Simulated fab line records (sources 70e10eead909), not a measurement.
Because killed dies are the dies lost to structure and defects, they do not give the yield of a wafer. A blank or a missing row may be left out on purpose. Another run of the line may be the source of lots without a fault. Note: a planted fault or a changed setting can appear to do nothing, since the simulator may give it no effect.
fab line records ; flow nandHarc ; part 1 of 2: steps 1 to 4 of 6
record lots=22; wafers=66; lastDay=33
route steps=1302 shown P_ZERO_WELL@14 P_STI@87 P_GATE@157
lots that met no fault: from a run of the same line without faults
startH: hours from the record's first day to the start of the lot's first wafer shown ; waitH: hours from the lot's prior step to this one ; " repeats the value in the row above ; L1.1+2: a single row standing in for several wafers ; - no value, or no start was given ; * or withheld: withheld ; < > ~ a bound
route shown NAME@n: a module of which the file shows steps, and the number in the route of the first ; usual: mean and standard deviation over wafers with no fault ; same: alike in all rows ; chamber/n: place in a boat ; sites: the reading at each site ; _std_site: standard deviation across them ; _edge_site: mean of outer sites minus mean of inner sites ; radiusMm: for every site, how far away it sits from the centre of the wafer ; mask NAME#n: copy n ; behind: the last tool/chamber to shape the wafer ; hold: cause of the lot's hold/its duration in hours/its outcome ; device: names the non-switching transistor (n, p or np) ; end of line: at the end of the route, the tests of the same wafers ; a step without rows: its recipe alone ; killed: at the first sort, the dies lost to defects and structure; wafer yield is something else ; map: a wafer's dies, x killed, . not, _ none there
set.NAME: the setting that was run; set.NAME@STEP: the one run at that earlier step ; model.NAME: the simulator's own value behind a step, which no gauge read
one table for each step of the route and one row for each wafer, over a sample of lots
services: a tool's chamber out of use, with start hour (startH, from the record's first day; less than 0 if before it), hours out, and reason
## steps
# step NHARC_P_ZERO_WELL_CD_MEAS_11
# recipe targetCdNm=500; landingEnergyEv=500
# usual cdNm=500.4/1.3
lot.wafer;tool;chamber;startH;waitH;cdNm
L074.1;cdSem-02;0;21.36;-;502.5
L074.2;cdSem-02;0;21.36;-;502.3
L074.4;cdSem-02;0;21.36;-;503.1
L075.1;cdSem-01;0;31.36;-;499.8
L075.3;cdSem-01;0;31.36;-;498.6
L075.6;cdSem-01;0;31.36;-;500.2
L076.1;cdSem-01;0;41.11;-;500.3
L076.4;cdSem-01;0;41.11;-;501.7
L076.5;cdSem-01;0;41.11;-;500.4
L077.4;cdSem-03;0;51.25;-;500.6
L077.5;cdSem-03;0;51.25;-;500.1
L077.6;cdSem-03;0;51.25;-;500.5
L078.1;cdSem-03;0;61.24;-;501.7
L078.2;cdSem-03;0;61.24;-;502.0
L078.6;cdSem-03;0;61.24;-;501.9
L079.1;cdSem-01;0;71.23;-;502.6
L079.4;cdSem-01;0;71.23;-;502.6
L079.6;cdSem-01;0;71.23;-;501.4
L080.2;cdSem-03;0;81.12;-;503.3
L080.3;cdSem-03;0;81.12;-;498.6
L080.5;cdSem-03;0;81.12;-;501.6
L081.2;cdSem-03;0;91.24;-;500.2
L081.3;cdSem-03;0;91.24;-;500.5
L081.4;cdSem-03;0;91.24;-;499.7
L082.3;cdSem-02;0;101.26;-;500.9
L082.4;cdSem-02;0;101.26;-;500.4
L082.5;cdSem-02;0;101.26;-;501.2
L083.3;cdSem-01;0;111.11;-;498.5
L083.4;cdSem-01;0;111.11;-;501.0
L083.6;cdSem-01;0;111.11;-;500.0
L085.1;cdSem-02;0;131.23;-;500.9
L085.3;cdSem-02;0;131.23;-;501.1
L085.4;cdSem-02;0;131.23;-;499.7
L086.2;cdSem-01;0;141.24;-;500.2
L086.5;cdSem-01;0;141.24;-;500.4
L086.6;cdSem-01;0;141.24;-;500.6
L087.1;cdSem-02;0;151.11;-;499.1
L087.2;cdSem-02;0;151.11;-;499.8
L087.6;cdSem-02;0;151.11;-;501.0
L088.1;cdSem-03;0;161.27;-;502.1
L088.4;cdSem-03;0;161.27;-;503.2
L088.5;cdSem-03;0;161.27;-;500.1
L089.1;cdSem-02;0;171.24;-;500.8
L089.2;cdSem-02;0;171.24;-;500.6
L089.6;cdSem-02;0;171.24;-;499.8
L090.1;cdSem-01;0;181.29;-;496.5
L090.4;cdSem-01;0;181.29;-;499.3
L090.6;cdSem-01;0;181.29;-;497.5
L091.1;cdSem-02;0;191.23;-;500.0
L091.2;cdSem-02;0;191.23;-;502.7
L091.4;cdSem-02;0;191.23;-;500.3
L092.2;cdSem-02;0;201.11;-;499.8
L092.4;cdSem-02;0;201.11;-;497.8
L092.6;cdSem-02;0;201.11;-;500.7
L094.1;cdSem-02;0;221.12;-;498.6
L094.4;cdSem-02;0;221.12;-;500.2
L094.5;cdSem-02;0;221.12;-;499.8
L095.2;cdSem-01;0;231.25;-;496.7
L095.4;cdSem-01;0;231.25;-;498.1
L095.5;cdSem-01;0;231.25;-;497.8
L096.2;cdSem-03;0;241.11;-;501.5
L096.4;cdSem-03;0;241.11;-;502.1
L096.6;cdSem-03;0;241.11;-;502.2
L097.2;cdSem-01;0;251.13;-;499.6
L097.4;cdSem-01;0;251.13;-;498.3
L097.6;cdSem-01;0;251.13;-;499.6
# step NHARC_P_ZERO_WELL_ETCH_65
# recipe targetDepthA=800; overetchA=240; timeS=87.88; ionEnergyEv=200; n2FlowSccm=150; h2FlowSccm=150; arFlowSccm=0; rfW=400; biasW=150; chemistry=N2/H2
# usual drypumpMotorCurrentA=5.6/0.38; oesProductAu=1.000/0.0089; rfFwdPowerW=396.7/1.5; rfVppV=430.6/2.7; showerheadPlenumPTorr=2.04/0.089; throttleValvePct=14.171/0.0088
# same timeS=87.88
lot.wafer;tool;chamber;startH;waitH;drypumpMotorCurrentA;oesProductAu;rfFwdPowerW;rfHoursCounterH;rfVppV;showerheadPlenumPTorr;throttleValvePct
L074.4;rieDiel-04;1;21.66;0.1;5.8;1.009;397.2;4;433.7;2.13;14.157
L074.2;rieDiel-04;2;21.66;0.1;5.4;0.989;397.7;4;432.2;2.12;14.171
L074.1;rieDiel-04;3;21.66;0.1;6.3;1.001;395.7;2;426.5;1.91;14.169
L075.3;rieDiel-04;2;31.61;0.1;5.4;1.001;396.6;10;432.5;2.12;14.186
L075.1;rieDiel-04;0;31.61;0.1;5.4;0.999;397.5;8;430.9;2.04;14.169
L075.6;rieDiel-04;1;31.61;0.1;5.8;0.997;396.1;-;435.3;2.13;14.165
L076.1;rieDiel-01;3;41.91;0.5;6.5;0.996;396.1;2;428.1;1.97;14.158
L076.4;rieDiel-01;0;41.91;0.5;5.8;0.989;394.2;2;428.2;1.93;14.173
L076.5;rieDiel-01;1;41.91;0.5;5.2;0.997;396.5;-;428.6;1.95;14.170
L077.4;rieDiel-01;0;51.50;0.1;5.8;1.004;396.4;6;428.4;1.93;14.173
L077.5;rieDiel-01;1;51.50;0.1;5.2;0.998;395.5;-;428.2;1.95;14.177
L077.6;rieDiel-01;2;51.50;0.1;5.5;1.000;396.6;-;433.1;2.13;14.171
L078.1;rieDiel-01;2;61.49;0.1;5.5;0.989;397.0;9;433.0;2.13;14.159
L078.2;rieDiel-01;3;61.49;0.1;6.5;1.000;397.6;8;427.8;1.97;14.190
L078.6;rieDiel-01;2;61.49;0.1;5.5;0.993;398.0;-;433.6;2.13;14.175
L079.4;rieDiel-09;2;71.57;0.2;5.6;1.010;397.1;29;431.0;2.00;14.178
L079.1;rieDiel-09;1;71.57;0.2;5.4;1.020;396.9;25;434.6;2.17;14.173
L079.6;rieDiel-09;2;71.57;0.2;5.6;1.017;396.7;-;430.2;2.00;14.161
L080.2;rieDiel-04;1;81.36;0.1;5.8;0.999;394.9;28;434.5;2.12;14.160
L080.3;rieDiel-04;3;81.36;0.1;6.3;1.008;396.1;25;426.3;1.90;14.165
L080.5;rieDiel-04;2;81.36;0.1;5.4;1.005;398.4;-;431.8;2.11;14.149
L081.3;rieDiel-09;0;93.27;0.1;5.2;0.986;396.9;32;431.2;2.04;14.169
L081.4;rieDiel-09;1;93.27;0.1;5.4;0.991;397.4;34;434.4;2.17;14.172
L081.2;rieDiel-09;2;93.27;0.1;5.6;1.000;395.6;39;428.9;2.00;14.165
L082.3;rieDiel-09;2;101.50;0.1;5.6;1.017;398.5;41;430.5;2.00;14.182
L082.4;rieDiel-09;3;101.50;0.1;5.3;1.016;395.5;38;433.4;2.16;14.182
L082.5;rieDiel-09;1;101.50;0.1;5.4;1.010;398.6;-;432.9;2.17;14.176
L083.4;rieDiel-01;1;111.36;0.1;5.2;1.007;398.7;27;426.7;1.94;14.163
L083.3;rieDiel-01;2;111.36;0.1;5.5;0.992;398.4;24;432.8;2.12;14.184
L083.6;rieDiel-01;3;111.36;0.1;6.6;1.007;394.8;-;428.2;1.96;14.175
L085.4;rieDiel-01;0;131.48;0.1;5.8;1.003;397.9;30;427.8;1.92;14.166
L085.1;rieDiel-01;1;131.48;0.1;5.2;1.003;395.8;33;429.1;1.94;14.156
L085.3;rieDiel-01;2;131.48;0.1;5.5;0.990;397.7;32;432.9;2.12;14.165
L086.2;rieDiel-04;2;141.67;0.2;5.4;0.987;399.5;47;431.3;2.10;14.146
L086.5;rieDiel-04;2;141.67;0.2;5.4;0.994;400.2;-;431.1;2.10;14.172
L086.6;rieDiel-04;3;141.67;0.2;6.3;0.994;396.1;-;427.7;1.89;14.167
L087.2;rieDiel-04;2;151.39;0.1;5.4;0.994;398.1;50;431.9;2.10;14.180
L087.1;rieDiel-04;3;151.39;0.1;6.3;0.990;394.1;50;428.0;1.89;14.187
L087.6;rieDiel-04;3;151.39;0.1;6.2;1.004;393.2;-;426.9;1.89;14.179
L088.1;rieDiel-04;1;161.64;0.2;5.8;0.987;394.7;53;433.5;2.11;14.173
L088.5;rieDiel-04;0;161.64;0.2;5.4;0.984;396.5;-;429.8;2.03;14.185
L088.4;rieDiel-04;2;161.64;0.2;5.3;0.996;400.0;-;431.3;2.10;14.165
L089.1;rieDiel-01;0;171.48;0.1;5.8;0.996;397.0;46;425.5;1.92;14.173
L089.2;rieDiel-01;2;171.48;0.1;5.5;1.002;398.3;50;432.3;2.11;14.181
L089.6;rieDiel-01;0;171.48;0.1;5.9;0.997;395.7;-;427.5;1.92;14.164
L090.4;rieDiel-09;0;181.70;0.1;5.2;1.007;396.0;8;430.8;2.03;14.166
L090.1;rieDiel-09;3;181.70;0.1;5.3;1.007;395.1;9;433.3;2.15;14.175
L090.6;rieDiel-09;1;181.70;0.1;5.4;1.007;398.0;-;433.9;2.16;14.169
L091.4;rieDiel-09;2;191.50;0.1;5.6;1.004;397.8;11;428.7;1.99;14.181
L091.2;rieDiel-09;3;191.50;0.1;5.3;0.991;394.1;11;435.5;2.15;14.166
L091.1;rieDiel-09;0;191.50;0.1;5.2;1.005;394.7;10;430.0;2.03;14.171
L092.4;rieDiel-04;1;201.36;0.1;5.8;1.000;397.5;3;432.7;2.11;14.184
L092.2;rieDiel-04;2;201.36;0.1;5.3;0.995;396.1;2;430.7;2.10;14.172
L092.6;rieDiel-04;1;201.36;0.1;5.8;0.996;396.2;-;432.7;2.11;14.185
L094.1;rieDiel-09;2;221.36;0.1;5.6;1.006;397.1;23;427.8;1.98;14.164
L094.4;rieDiel-09;0;221.36;0.1;5.3;1.003;394.0;21;430.5;2.03;14.152
L094.5;rieDiel-09;1;221.36;0.1;5.4;0.992;398.2;-;433.0;2.15;14.168
L095.4;rieDiel-09;2;231.49;0.1;5.6;0.998;396.2;26;430.0;1.98;14.175
L095.2;rieDiel-09;1;231.49;0.1;5.4;0.998;395.3;26;433.5;2.15;14.159
L095.5;rieDiel-09;3;231.49;0.1;5.3;1.005;393.9;-;433.3;2.15;14.160
L096.2;rieDiel-09;1;241.36;0.1;5.4;0.996;398.0;28;433.0;2.15;14.163
L096.4;rieDiel-09;3;241.36;0.1;5.3;1.004;396.1;27;433.9;2.15;14.187
L096.6;rieDiel-09;0;241.36;0.1;5.2;0.994;395.5;-;429.7;2.02;14.167
L097.2;rieDiel-01;3;251.38;0.1;6.5;1.012;399.5;12;426.8;1.95;14.179
L097.4;rieDiel-01;1;251.38;0.1;5.2;0.997;396.1;12;426.4;1.92;14.164
L097.6;rieDiel-01;3;251.38;0.1;6.5;0.995;396.8;-;428.6;1.95;14.167
# step NHARC_P_ZERO_WELL_ETCH_62
# recipe targetDepthA=130; timeS=6.5; chf3FlowSccm=50; arFlowSccm=200; rfW=500; biasW=200; chemistry=CHF3/Ar
# usual drypumpMotorCurrentA=5.6/0.38; oesProductAu=0.954/0.018; rfFwdPowerW=488.1/1.7; rfVppV=370.5/2.3; showerheadPlenumPTorr=2.34/0.095; throttleValvePct=20.218/0.0091
# same timeS=6.5
lot.wafer;tool;chamber;startH;waitH;drypumpMotorCurrentA;oesProductAu;rfFwdPowerW;rfHoursCounterH;rfVppV;showerheadPlenumPTorr;throttleValvePct
L074.4;rieDiel-04;1;-;-;5.8;0.970;487.4;4;372.8;2.44;20.201
L074.2;rieDiel-04;2;-;-;5.4;0.961;492.5;4;371.6;2.43;20.232
L074.1;rieDiel-04;3;-;-;6.3;0.958;486.9;2;367.9;2.20;20.215
L075.1;rieDiel-04;0;-;-;5.4;0.973;486.6;8;371.2;2.35;20.224
L075.3;rieDiel-04;2;-;-;5.4;0.957;489.3;10;372.3;2.42;20.221
L075.6;rieDiel-04;3;-;-;6.2;0.973;487.3;-;367.5;2.20;20.227
L076.4;rieDiel-01;1;-;-;5.2;0.925;489.1;2;367.6;2.24;20.204
L076.1;rieDiel-01;2;-;-;5.5;0.930;488.8;2;372.5;2.44;20.205
L076.5;rieDiel-01;0;-;-;5.8;0.917;487.6;-;366.4;2.23;20.228
L077.4;rieDiel-01;0;-;-;5.8;0.976;489.8;6;366.2;2.23;20.229
L077.5;rieDiel-01;3;-;-;6.5;0.959;486.5;-;369.9;2.27;20.214
L077.6;rieDiel-01;0;-;-;5.8;0.968;486.8;-;366.7;2.23;20.230
L078.1;rieDiel-01;0;-;-;5.9;0.925;488.7;8;366.9;2.23;20.209
L078.2;rieDiel-01;2;-;-;5.5;0.933;487.3;9;372.3;2.44;20.212
L078.6;rieDiel-01;1;-;-;5.2;0.941;486.6;-;367.7;2.24;20.217
L079.1;rieDiel-09;1;-;-;5.4;0.957;489.0;25;373.0;2.48;20.218
L079.4;rieDiel-09;3;-;-;5.3;0.963;488.1;28;373.8;2.48;20.217
L079.6;rieDiel-09;2;-;-;5.6;0.954;487.6;-;368.1;2.30;20.222
L080.3;rieDiel-04;3;-;-;6.3;0.978;491.0;25;367.1;2.20;20.220
L080.2;rieDiel-04;0;-;-;5.4;0.971;488.7;29;369.6;2.34;20.220
L080.5;rieDiel-04;1;-;-;5.8;0.954;483.1;-;372.7;2.43;20.226
L081.4;rieDiel-09;2;-;-;5.6;0.940;488.5;39;369.3;2.30;20.228
L081.3;rieDiel-09;0;-;-;5.2;0.974;488.1;32;371.5;2.34;20.201
L081.2;rieDiel-09;1;-;-;5.4;0.952;490.0;34;372.1;2.48;20.210
L082.3;rieDiel-09;3;-;-;5.3;0.983;485.7;38;373.9;2.47;20.208
L082.4;rieDiel-09;0;-;-;5.2;0.960;489.7;34;370.1;2.34;20.226
L082.5;rieDiel-09;2;-;-;5.6;0.990;487.3;-;369.2;2.30;20.210
L083.3;rieDiel-01;1;-;-;5.2;0.971;485.6;27;367.1;2.24;20.217
L083.4;rieDiel-01;2;-;-;5.5;0.969;486.3;24;371.3;2.43;20.219
L083.6;rieDiel-01;1;-;-;5.2;0.971;486.9;-;367.9;2.24;20.209
L085.3;rieDiel-01;1;-;-;5.2;0.975;490.2;33;368.0;2.23;20.215
L085.1;rieDiel-01;3;-;-;6.5;0.958;487.9;28;369.7;2.26;20.235
L085.4;rieDiel-01;0;-;-;5.8;0.955;487.5;30;367.3;2.22;20.225
L086.2;rieDiel-04;3;-;-;6.3;0.923;487.0;47;366.2;2.19;20.217
L086.6;rieDiel-04;1;-;-;5.8;0.916;488.2;-;372.6;2.43;20.208
L086.5;rieDiel-04;2;-;-;5.4;0.926;490.2;-;372.2;2.41;20.197
L087.2;rieDiel-04;2;-;-;5.4;0.952;491.0;50;373.0;2.41;20.211
L087.1;rieDiel-04;3;-;-;6.2;0.963;487.5;50;366.5;2.19;20.227
L087.6;rieDiel-04;2;-;-;5.4;0.945;490.2;-;373.4;2.41;20.227
L088.1;rieDiel-04;2;-;-;5.4;0.936;489.6;54;372.9;2.41;20.228
L088.5;rieDiel-04;0;-;-;5.4;0.930;489.0;-;369.6;2.33;20.222
L088.4;rieDiel-04;2;-;-;5.4;0.943;488.9;-;372.3;2.41;20.212
L089.2;rieDiel-01;3;-;-;6.5;0.976;489.3;46;369.6;2.25;20.219
L089.1;rieDiel-01;0;-;-;5.8;0.971;488.4;46;368.5;2.21;20.204
L089.6;rieDiel-01;2;-;-;5.5;0.947;487.8;-;371.1;2.42;20.216
L090.4;rieDiel-09;1;-;-;5.4;0.981;491.0;8;373.1;2.47;20.234
L090.1;rieDiel-09;2;-;-;5.6;0.970;488.6;9;369.6;2.29;20.211
L090.6;rieDiel-09;0;-;-;5.2;0.978;487.5;-;370.6;2.33;20.222
L091.1;rieDiel-09;2;-;-;5.6;0.951;485.1;11;370.1;2.29;20.211
L091.2;rieDiel-09;3;-;-;5.3;0.952;487.5;11;373.2;2.46;20.227
L091.4;rieDiel-09;1;-;-;5.4;0.957;489.0;10;372.4;2.47;20.214
L092.2;rieDiel-04;3;-;-;6.3;0.960;486.1;2;367.3;2.18;20.223
L092.4;rieDiel-04;1;-;-;5.8;0.960;488.5;3;372.0;2.42;20.209
L092.6;rieDiel-04;0;-;-;5.4;0.971;487.8;-;371.4;2.32;20.229
L094.4;rieDiel-09;0;-;-;5.2;0.960;487.3;21;372.1;2.33;20.216
L094.1;rieDiel-09;2;-;-;5.6;0.991;485.2;23;367.1;2.28;20.222
L094.5;rieDiel-09;3;-;-;5.3;0.960;487.6;-;372.1;2.46;20.206
L095.2;rieDiel-09;2;-;-;5.5;0.969;487.1;26;367.9;2.28;20.216
L095.4;rieDiel-09;0;-;-;5.2;0.980;485.4;26;369.4;2.33;20.223
L095.5;rieDiel-09;2;-;-;5.5;0.976;489.8;-;367.5;2.28;20.211
L096.4;rieDiel-09;1;-;-;5.4;0.965;487.3;28;373.5;2.46;20.220
L096.2;rieDiel-09;3;-;-;5.3;0.943;486.1;28;371.7;2.46;20.220
L096.6;rieDiel-09;1;-;-;5.4;0.969;486.9;-;373.8;2.46;20.202
L097.4;rieDiel-01;0;-;-;5.8;0.953;486.7;11;366.9;2.21;20.200
L097.2;rieDiel-01;3;-;-;6.5;0.951;487.7;12;368.6;2.25;20.210
L097.6;rieDiel-01;0;-;-;5.8;0.947;487.9;-;367.4;2.21;20.215
# step NHARC_P_STI_DESCUM_14
# recipe timeS=3; o2FlowSccm=200; arFlowSccm=0; biasPowerW=0; chemistry=O2
# usual drypumpMotorCurrentA=5.6/0.43; oesProductAu=1.000/0.0069; rfVppV=57.8/0.88; showerheadPlenumPTorr=1.91/0.069; throttleValvePct=11.311/0.0092
# same timeS=3
lot.wafer;tool;chamber;startH;waitH;drypumpMotorCurrentA;oesProductAu;rfHoursCounterH;rfVppV;showerheadPlenumPTorr;throttleValvePct
L074.2;rieDiel-12;1;43.17;-;5.7;0.999;4.8;59.4;1.95;11.319
L074.4;rieDiel-12;2;43.17;-;5.3;0.988;6.2;58.4;1.85;11.306
L074.1;rieDiel-12;3;43.17;-;6.5;0.989;5.9;58.9;1.91;11.309
L075.1;rieDiel-12;1;55.54;-;5.7;0.994;5.0;58.1;1.95;11.309
L075.3;rieDiel-12;3;55.54;-;6.5;1.001;6.2;58.8;1.91;11.311
L075.6;rieDiel-12;1;55.54;-;5.7;1.001;-;56.6;1.95;11.333
L076.1;rieDiel-05;1;67.51;-;5.2;0.999;0.1;58.7;1.99;11.313
L076.4;rieDiel-05;3;67.51;-;6.2;1.004;0.1;57.5;1.93;11.317
L076.5;rieDiel-05;1;67.51;-;5.2;0.998;-;57.0;1.99;11.312
L077.4;rieDiel-08;1;75.51;-;5.9;1.014;3.5;58.1;1.81;11.308
L077.5;rieDiel-08;0;75.51;-;5.2;0.999;-;58.7;2.04;11.321
L077.6;rieDiel-08;1;75.51;-;5.9;1.003;-;57.5;1.81;11.318
L078.2;rieDiel-12;3;87.02;-;6.5;0.988;7.6;59.3;1.91;11.312
L078.1;rieDiel-12;1;87.02;-;5.7;1.003;6.6;58.6;1.95;11.298
L078.6;rieDiel-12;2;87.02;-;5.2;0.996;-;56.3;1.85;11.297
L079.4;rieDiel-08;2;95.32;-;5.7;0.991;5.2;57.0;1.86;11.300
L079.1;rieDiel-08;1;95.32;-;5.9;1.005;4.6;56.5;1.81;11.305
L079.6;rieDiel-08;2;95.32;-;5.7;1.005;-;58.2;1.86;11.319
L080.2;rieDiel-08;0;102.04;-;5.2;1.002;5.3;57.3;2.03;11.306
L080.3;rieDiel-08;1;102.04;-;5.9;1.005;5.3;57.8;1.81;11.321
L080.5;rieDiel-08;3;102.04;-;5.5;1.008;-;57.3;1.89;11.305
L081.3;rieDiel-05;2;114.68;-;5.6;0.984;3.2;58.5;1.79;11.334
L081.2;rieDiel-05;0;114.68;-;5.3;0.994;3.1;59.1;2.02;11.309
L081.4;rieDiel-05;2;114.68;-;5.6;0.998;-;57.2;1.79;11.308
L082.3;rieDiel-05;0;125.55;-;5.3;0.991;3.8;59.4;2.02;11.324
L082.4;rieDiel-05;0;125.55;-;5.3;1.002;-;57.1;2.02;11.316
L082.5;rieDiel-05;1;125.55;-;5.1;1.004;-;58.9;1.99;11.320
L083.3;rieDiel-12;2;134.18;-;5.2;0.987;1.5;57.2;1.85;11.331
L083.4;rieDiel-12;0;134.18;-;5.4;0.999;2.1;58.1;1.91;11.311
L083.6;rieDiel-12;3;134.18;-;6.4;1.001;-;58.4;1.91;11.328
L085.3;rieDiel-08;0;153.21;-;5.2;0.992;9.5;57.5;2.03;11.307
L085.1;rieDiel-08;1;153.21;-;5.9;0.995;9.7;57.9;1.81;11.306
L085.4;rieDiel-08;3;153.21;-;5.5;0.997;9.8;58.1;1.88;11.318
L086.2;rieDiel-05;3;165.22;-;6.2;0.995;6.5;56.9;1.93;11.314
L086.5;rieDiel-05;0;165.22;-;5.3;1.001;-;57.3;2.02;11.293
L086.6;rieDiel-05;1;165.22;-;5.1;0.998;-;58.7;1.99;11.311
L087.2;rieDiel-08;3;173.92;-;5.5;1.000;11.3;57.7;1.88;11.305
L087.1;rieDiel-08;1;173.92;-;6.0;1.000;11.0;58.2;1.81;11.308
L087.6;rieDiel-08;3;173.92;-;5.5;1.007;-;58.1;1.88;11.303
L088.1;rieDiel-08;2;183.27;-;5.7;0.998;12.4;57.7;1.85;11.313
L088.4;rieDiel-08;1;183.27;-;5.9;0.998;11.8;58.0;1.81;11.323
L088.5;rieDiel-08;3;183.27;-;5.5;1.004;-;57.2;1.88;11.309
L089.2;rieDiel-12;1;192.37;-;5.7;1.010;4.0;58.3;1.95;11.310
L089.1;rieDiel-12;2;192.37;-;5.2;1.002;3.8;57.2;1.85;11.298
L089.6;rieDiel-12;3;192.37;-;6.5;1.003;-;57.2;1.90;11.303
L090.4;rieDiel-05;1;203.18;-;5.2;1.011;8.9;57.5;1.99;11.303
L090.1;rieDiel-05;2;203.18;-;5.6;1.010;6.7;58.3;1.79;11.308
L090.6;rieDiel-05;3;203.18;-;6.2;1.014;-;57.0;1.93;11.323
L091.1;rieDiel-05;3;213.95;-;6.2;1.003;9.1;56.4;1.93;11.321
L091.4;rieDiel-05;0;213.95;-;5.3;1.006;9.8;58.9;2.02;11.305
L091.2;rieDiel-05;1;213.95;-;5.2;1.005;9.5;57.9;1.99;11.299
L092.2;rieDiel-12;0;223.37;-;5.4;0.999;5.8;56.7;1.91;11.292
L092.4;rieDiel-12;1;223.37;-;5.7;0.995;5.4;57.9;1.95;11.323
L092.6;rieDiel-12;3;223.37;-;6.5;0.999;-;55.4;1.90;11.307
L094.1;rieDiel-12;3;245.02;-;6.5;0.999;7.2;56.7;1.90;11.304
L094.4;rieDiel-12;2;245.02;-;5.2;1.004;6.8;56.8;1.85;11.309
L094.5;rieDiel-12;0;245.02;-;5.4;1.002;-;58.6;1.91;11.326
L095.2;rieDiel-08;1;254.48;-;5.9;1.010;5.0;56.8;1.81;11.315
L095.4;rieDiel-08;0;254.48;-;5.3;0.990;4.8;59.4;2.03;11.315
L095.5;rieDiel-08;1;254.48;-;5.9;1.003;-;57.6;1.81;11.307
L096.2;rieDiel-12;0;265.59;-;5.4;0.999;8.0;56.7;1.91;11.287
L096.4;rieDiel-12;1;265.59;-;5.7;1.006;8.2;58.3;1.95;11.306
L096.6;rieDiel-12;0;265.59;-;5.4;1.007;-;57.0;1.91;11.312
L097.2;rieDiel-05;0;274.32;-;5.2;0.996;1.3;57.9;2.01;11.311
L097.4;rieDiel-05;2;274.32;-;5.6;0.991;1.4;57.7;1.79;11.306
L097.6;rieDiel-05;0;274.32;-;5.2;0.991;-;58.7;2.01;11.299
